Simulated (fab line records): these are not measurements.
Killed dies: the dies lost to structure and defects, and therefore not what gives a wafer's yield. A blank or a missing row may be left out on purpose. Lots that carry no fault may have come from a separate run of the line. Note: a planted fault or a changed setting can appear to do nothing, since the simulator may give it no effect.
Chamber matching + flow nandHarc + NHARC_A_STAIRCASE_DEP_301 on pecvd-04: 3 sister chambers
The step deposits SiON, target thk 30 nm. 16 wafers are shown with their chamber, then 8 later ones without.

EACH WAFER AND ITS CHAMBER
| wafer  | chamber | heaterPowerW (W) | rfFwdPowerW (W) |
|--------|---------|------------------|-----------------|
| L710.4 | 1       | 837              | 349.1           |
| L710.5 | 2       | 757              | 346.7           |
| L710.6 | 0       | 983              | 348.4           |
| L712.1 | 0       | 1073             | 347.2           |
| L712.5 | 0       | 1070             | 348.8           |
| L712.6 | 1       | 857              | 348.8           |
| L711.1 | 2       | 735              | 349.2           |
| L711.4 | 0       | 1043             | 348.7           |
| L711.6 | 1       | 761              | 349.8           |
| L713.1 | 0       | 898              | 348.0           |
| L713.2 | 2       | 642              | 346.5           |
| L713.6 | 2       | 663              | 348.0           |
| L718.2 | 1       | 880              | 348.7           |
| L718.4 | 1       | 903              | 348.7           |
| L718.6 | 2       | 757              | 346.4           |
| L726.3 | 0       | 1038             | 350.5           |

SIGNATURES (averages over the wafers above)
| reading      | chamber 0 | chamber 1 | chamber 2 | scatter within a chamber |
|--------------|-----------|-----------|-----------|--------------------------|
| heaterPowerW | 1017.50   | 847.60    | 710.80    | 59.5                     |
| rfFwdPowerW  | 348.600   | 349.020   | 347.360   | 0.992                    |
Rule: a wafer's distance from a chamber is the root of the sum, over the readings, of the square of ((its reading less the chamber's mean) divided by the reading's scatter). If the next closest chamber is less than 2 further off than the closest, the wafer can't be placed; otherwise it belongs to the closest. The scatter: take each reading less its chamber's mean, square it, sum over the shown wafers, divide by the number of wafers less the number of chambers, and take the root.

WAFERS WHOSE CHAMBER IS MISSING
| wafer  | heaterPowerW (W) | rfFwdPowerW (W) |
|--------|------------------|-----------------|
| L726.4 | 728              | 347.5           |
| L726.6 | 754              | 347.8           |
| L727.2 | 1002             | 348.3           |
| L727.3 | 889              | 348.3           |
| L727.4 | 717              | 346.0           |
| L728.1 | 916              | 347.8           |
| L728.2 | 800              | 349.6           |
| L728.5 | 796              | 349.8           |

EACH ONE'S CHAMBER
| wafer  | from the rows above          | in truth |
|--------|------------------------------|----------|
| L726.4 | 2                            | 2        |
| L726.6 | can't be placed: 2 or 1      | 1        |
| L727.2 | 0                            | 0        |
| L727.3 | can't be placed: 1 or 0      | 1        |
| L727.4 | 2                            | 2        |
| L728.1 | can't be placed: 1 or 0 or 2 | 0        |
| L728.2 | can't be placed: 1 or 2      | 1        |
| L728.5 | can't be placed: 1 or 2      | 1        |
Placed correctly: 3 of 8. Not placeable from these rows: 5 (in 5, the candidates include the true chamber). 0 placed wrongly.
